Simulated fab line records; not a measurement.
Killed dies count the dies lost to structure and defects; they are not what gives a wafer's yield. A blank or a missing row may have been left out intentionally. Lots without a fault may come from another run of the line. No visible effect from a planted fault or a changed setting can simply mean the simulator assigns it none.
fab line records    flow nand_harc
record: lots: 13  wafers: 39  last_day: 34
route steps=1302 shown A_M0@1168 A_M1@1188 END@1302
lots that met no fault: taken from a fault-free run of the same line
start_h: hours from the record's opening day to when the first of the lot's shown wafers began    wait_h: hours from the lot's prior step to this one    " the same as in the row above    L1.1+2: one row covering several wafers at once    - either no value or no given start    * or withheld: withheld    < > ~ a bound
route shown NAME@n: a module of which the file shows steps, and the number in the route of the first    usual: the fault-free wafers' mean and standard deviation    same: alike in all rows    chamber/n: place in a boat    sites: the reading at each site    _std_site: their standard deviation    _edge_site: the outer-site mean with the inner-site mean subtracted    radius_mm: for every site, how far away it sits from the centre of the wafer    mask NAME#n: copy n    behind: tool/chamber where the wafer was last shaped    hold: why the lot was held/for how many hours/how that ended    device: which transistor (n, p or np) failed to switch    end of line: tests of these same wafers at the route's end    step lacking rows: just its recipe    killed: count of dies lost to structure and defects at first sort (not the wafer's yield)    map: dies across one wafer; x = killed, . = not, _ = none there
set.NAME: the setting that was run; set.NAME@STEP: the one run at that earlier step    model.NAME: the simulator's own value behind a step, which no gauge read
the route's steps for a sample of lots (tables are steps, rows are wafers)
services: when a tool's chamber went out of use (start_h, in hours from the record's first day, below 0 if earlier), for how many hours, and the reason
== steps ==
step: NHARC_A_M0_DEP_32
recipe: target_thk_a: 300  temp_c: 370  target_thk_nm: 30  pressure_torr: 3  flow_sccm: 200  rf_w: 450  material: SiCN
usual: heater_power_w: 521/54
lot.wafer  tool      chamber  start_h  wait_h  heater_power_w  since_wet_clean_h
L160.2     pecvd-04  2        529.64   0.1     513             66
L160.5     "         1        "        "       591             -
L160.6     "         2        "        "       516             -
L162.3     pecvd-01  2        553.90   0.1     516             49
L162.6     "         0        "        "       536             -
L162.4     "         1        "        "       452             -
L165.2     pecvd-04  2        565.36   0.1     493             102
L165.5     "         2        "        "       501             -
L165.6     "         0        "        "       543             -
L168.1     pecvd-04  1        591.53   0.1     587             128
L168.6     "         1        "        "       586             -
L168.4     "         2        "        "       487             -
L167.2     pecvd-01  2        598.07   0.1     524             93
L167.3     "         2        "        "       524             -
L167.5     "         2        "        "       511             -
L170.3     pecvd-04  2        624.25   0.1     521             161
L170.1     "         1        "        "       512             161
L170.5     "         0        "        "       573             -
L169.1     pecvd-04  0        625.53   0.1     495             162
L169.5     "         2        "        "       445             -
L169.6     "         0        "        "       497             -
L174.2     pecvd-01  0        671.89   0.1     566             167
L174.1     "         1        "        "       484             167
L174.5     "         0        "        "       586             -
L175.5     pecvd-02  0        684.35   0.2     496             -
L175.6     "         1        "        "       507             -
L175.4     "         2        "        "       605             -
L176.1     pecvd-01  2        692.18   0.1     421             6
L176.4     "         2        "        "       433             -
L176.5     "         0        "        "       490             -
L181.3     pecvd-02  1        743.91   0.1     519             141
L181.2     "         2        "        "       555             141
L181.6     "         0        "        "       566             -
L183.3     pecvd-02  1        756.41   0.1     437             154
L183.4     "         2        "        "       565             -
L183.6     "         0        "        "       518             -
L182.3     pecvd-04  0        775.41   0.1     443             131
L182.5     "         1        "        "       640             -
L182.4     "         2        "        "       536             -
step: NHARC_A_M1_STRIP_19
recipe: time_s: 600  temp_c: 30  chemistry: post_etch_residue_remover
usual: bath_heat_duty_pct: 12.8/1.4  run_length_s: 603.0/0.98
lot.wafer  tool          chamber  start_h  wait_h  bath_heat_duty_pct  run_length_s
L160.2     wet_bench-10  6        531.79   -       9.7                 601.4
L160.6     "             0        "        "       11.2                603.4
L160.5     "             1        "        "       13.4                602.7
L162.3     wet_bench-08  5        556.01   -       14.0                603.6
L162.4     "             6        "        "       13.9                602.4
L162.6     "             7        "        "       12.4                603.5
L165.6     wet_bench-08  6        567.43   -       14.3                602.2
L165.2     "             7        "        "       13.6                604.0
L165.5     "             0        "        "       14.4                603.1
L168.6     wet_bench-10  5        593.59   -       14.2                603.3
L168.1     "             6        "        "       9.8                 601.6
L168.4     "             7        "        "       13.9                602.0
L167.2     wet_bench-10  5        601.24   -       14.3                602.5
L167.5     "             7        "        "       14.0                601.0
L167.3     "             0        "        "       10.1                604.8
L170.5     wet_bench-10  3        626.46   -       13.9                604.2
L170.3     "             5        "        "       13.4                603.0
L170.1     "             6        "        "       9.6                 601.8
L169.5     wet_bench-10  4        627.64   -       12.5                603.6
L169.1     "             5        "        "       13.9                602.8
L169.6     "             6        "        "       9.4                 601.9
L174.2     wet_bench-10  0        674.03   -       10.5                603.3
L174.1     "             2        "        "       12.4                603.1
L174.5     "             4        "        "       14.0                602.8
L175.5     wet_bench-08  1        686.40   -       -                   -
L175.4     "             3        "        "       -                   -
L175.6     "             5        "        "       -                   -
L176.5     wet_bench-10  2        694.33   -       -                   -
L176.1     "             3        "        "       -                   -
L176.4     "             5        "        "       -                   -
L181.2     wet_bench-10  5        745.92   -       13.3                603.1
L181.3     "             7        "        "       13.0                601.3
L181.6     "             2        "        "       13.1                603.2
L183.6     wet_bench-08  4        760.29   -       14.3                603.4
L183.4     "             5        "        "       13.3                603.3
L183.3     "             7        "        "       11.9                603.8
L182.3     wet_bench-08  0        777.63   -       11.9                604.7
L182.5     "             1        "        "       12.0                602.4
L182.4     "             2        "        "       14.1                601.5
step: NHARC_A_M1_PRE_CLEAN_30
recipe: time_s: 30  temp_c: 280  gas: H2/He
usual: heater_power_w: 410/52
lot.wafer  tool            chamber  start_h  wait_h  heater_power_w
L160.2     pvd_sputter-01  -        -        -       323
L160.6     "               -        "        "       396
L160.5     "               -        "        "       477
L162.4     pvd_sputter-01  -        -        -       316
L162.3     "               -        "        "       363
L162.6     "               -        "        "       325
L165.2     pvd_sputter-02  -        -        -       435
L165.5     "               -        "        "       476
L165.6     "               -        "        "       382
L168.1     pvd_sputter-03  -        -        -       428
L168.4     "               -        "        "       420
L168.6     "               -        "        "       462
L167.2     pvd_sputter-02  -        -        -       346
L167.3     "               -        "        "       434
L167.5     "               -        "        "       446
L170.1     pvd_sputter-01  -        -        -       351
L170.3     "               -        "        "       377
L170.5     "               -        "        "       356
L169.1     pvd_sputter-02  -        -        -       338
L169.6     "               -        "        "       338
L169.5     "               -        "        "       456
L174.1     pvd_sputter-03  -        -        -       421
L174.2     "               -        "        "       466
L174.5     "               -        "        "       471
L175.4     pvd_sputter-03  -        -        -       459
L175.5     "               -        "        "       411
L175.6     "               -        "        "       479
L176.1     pvd_sputter-03  -        -        -       418
L176.4     "               -        "        "       462
L176.5     "               -        "        "       407
L181.3     pvd_sputter-01  -        -        -       382
L181.2     "               -        "        "       383
L181.6     "               -        "        "       380
L183.3     pvd_sputter-02  -        -        -       454
L183.4     "               -        "        "       316
L183.6     "               -        "        "       452
L182.4     pvd_sputter-02  -        -        -       444
L182.3     "               -        "        "       509
L182.5     "               -        "        "       453
step: NHARC_A_M1_INSPECT_27
usual: raw_defect_count: 545/120
lot.wafer  tool               chamber  start_h  wait_h  raw_defect_count
L160.2     defect_inspect-01  -        533.61   0.0     606
L160.5     "                  -        "        "       542
L160.6     "                  -        "        "       519
L162.3     defect_inspect-01  -        557.84   0.0     399
L162.4     "                  -        "        "       403
L162.6     "                  -        "        "       534
L165.2     defect_inspect-01  -        569.22   0.0     485
L165.5     "                  -        "        "       492
L165.6     "                  -        "        "       492
L168.1     defect_inspect-01  -        595.40   0.0     583
L168.4     "                  -        "        "       744
L168.6     "                  -        "        "       722
L167.2     defect_inspect-02  -        603.08   0.0     551
L167.3     "                  -        "        "       543
L167.5     "                  -        "        "       571
L170.1     defect_inspect-01  -        628.28   0.0     386
L170.3     "                  -        "        "       436
L170.5     "                  -        "        "       536
L169.1     defect_inspect-02  -        629.44   0.0     617
L169.5     "                  -        "        "       725
L169.6     "                  -        "        "       742
L174.1     defect_inspect-01  -        675.86   0.0     615
L174.2     "                  -        "        "       761
L174.5     "                  -        "        "       650
L175.4     defect_inspect-01  -        688.22   0.0     522
L175.5     "                  -        "        "       509
L175.6     "                  -        "        "       516
L176.1     defect_inspect-01  -        696.14   0.0     650
L176.4     "                  -        "        "       585
L176.5     "                  -        "        "       526
L181.2     defect_inspect-01  -        748.26   0.0     430
L181.3     "                  -        "        "       546
L181.6     "                  -        "        "       487
L183.3     defect_inspect-02  -        762.12   0.0     807
L183.4     "                  -        "        "       765
L183.6     "                  -        "        "       733
L182.3     defect_inspect-01  -        779.47   0.0     475
L182.4     "                  -        "        "       404
L182.5     "                  -        "        "       440
step: NHARC_END_SORT_01
recipe: temp_c: 25
usual: defect_limited_yield: 91.8/2.8  killed_at_array: 51/18  killed_at_other: 1.0/1.2  killed_at_periphery: 3.7/2.9  killed_dies: 55/19  killed_open: 3.5/1.9  killed_short: 2.6/1.6  sort_bin_2_pct: 2.9/1.3  sort_bin_3_pct: 0.6/0.38  sort_bin_4_pct: 4.6/1.5  sort_n_pass: 622/19  sort_rim_yield_pct: 94/3.2  sort_yield_pct: 91.8/2.8
same: gross_dies: 677  sort_bin_5_pct[%]: 0  sort_bin_6_pct[%]: 0  sort_bin_7_pct[%]: 0  sort_bin_8_pct[%]: 0  sort_rim_n_gross: 106.00
lot.wafer  tool       chamber  start_h  wait_h  defect_limited_yield[%]  killed_at_array  killed_at_other  killed_at_periphery  killed_dies  killed_open  killed_short  sort_bin_2_pct[%]  sort_bin_3_pct[%]  sort_bin_4_pct[%]  sort_n_pass  sort_rim_yield_pct[%]  sort_yield_pct[%]
L181.2     prober-01  0        783.42   2.8     93.4                     39               1                5                    45           7            4             2.2                0.7                3.7                632          89                     93.4
L181.3     prober-01  0        784.21   3.1     95.4                     27               1                3                    31           6            1             1.8                0                  2.8                646          90                     95.4
L181.6     prober-01  0        786.58   3.9     90.3                     62               3                1                    66           4            3             4.0                0.9                4.9                611          95                     90.3
killed by level:class
L181.2 A_SLIT:chamber_film_flake=9 A_SGD_CUT:chamber_film_flake=8 A_CONTACT:chamber_film_flake=6 A_CHANNEL_HOLE_D1:chamber_film_flake=4 P_GATE:geometric_particle:open=2 P_ZERO_WELL:chamber_film_flake=2 P_CONTACT:geometric_particle:open=1 A_CHANNEL_FILL_D1:geometric_particle:open=1
L181.3 A_SLIT:chamber_film_flake=10 A_SGD_CUT:chamber_film_flake=4 A_CHANNEL_HOLE_D1:chamber_film_flake=3 A_CONTACT:chamber_film_flake=3 A_STAIRCASE:chamber_film_flake=2 P_GATE:geometric_particle:open=1 P_CONTACT:geometric_particle:open=1 P_M0:geometric_particle:open=1
L181.6 A_SLIT:chamber_film_flake=28 A_CHANNEL_HOLE_D1:chamber_film_flake=15 A_SGD_CUT:chamber_film_flake=3 A_CONTACT:chamber_film_flake=3 THIN_TSV:chamber_film_flake=3 A_CHANNEL_FILL_D2:geometric_particle:open=2 A_ZERO_WELL:chamber_film_flake=2 A_STAIRCASE:chamber_film_flake=2
== services ==
tool            chamber  start_h  hours  kind
pvd_sputter-03  -        506.13   2.9    repair
pecvd-04        1        512.93   2.7    repair
pvd_sputter-03  -        516.18   1.3    repair
pvd_sputter-03  -        526.00   10.0   pm
pecvd-02        -        549.54   13.7   repair
pvd_sputter-03  -        566.01   5.3    repair
pvd_sputter-02  -        571.92   2.0    repair
pecvd-04        2        573.66   14.5   repair
pvd_sputter-01  -        582.00   10.0   pm
pecvd-02        -        589.68   13.0   pm
pecvd-01        1        594.58   13.5   repair
pecvd-04        -        631.65   13.0   pm
pvd_sputter-02  -        638.01   10.0   pm
wet_bench-08    -        646.40   8.0    pm
pecvd-01        -        660.99   2.0    repair
wet_bench-10    -        663.20   8.0    pm
pvd_sputter-02  -        670.42   2.4    repair
pecvd-01        -        673.09   13.0   pm
pvd_sputter-03  -        704.00   10.0   pm
pecvd-01        2        715.42   6.8    repair
pecvd-01        -        717.96   61.9   repair
pvd_sputter-02  -        746.91   1.1    repair
pvd_sputter-01  -        756.44   2.7    repair
pecvd-02        -        770.73   13.0   pm
== key ==
first_sign: step: NHARC_A_M1_STRIP_19  reading: tool_record  direction: missing
effect none on later readings
met_at NHARC_A_M1_STRIP_19
struck_lots L175,L176
not_acting_at NHARC_A_M0_DEP_32,NHARC_A_M1_PRE_CLEAN_30,NHARC_A_M1_INSPECT_27
onset_between 674.03 686.40
fault: kind: skipped_step_whole  tool: wet_bench-08,wet_bench-10  chamber: -  onset_h: 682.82  steps: NHARC_A_M1_STRIP_19  scope: struck_lots_only
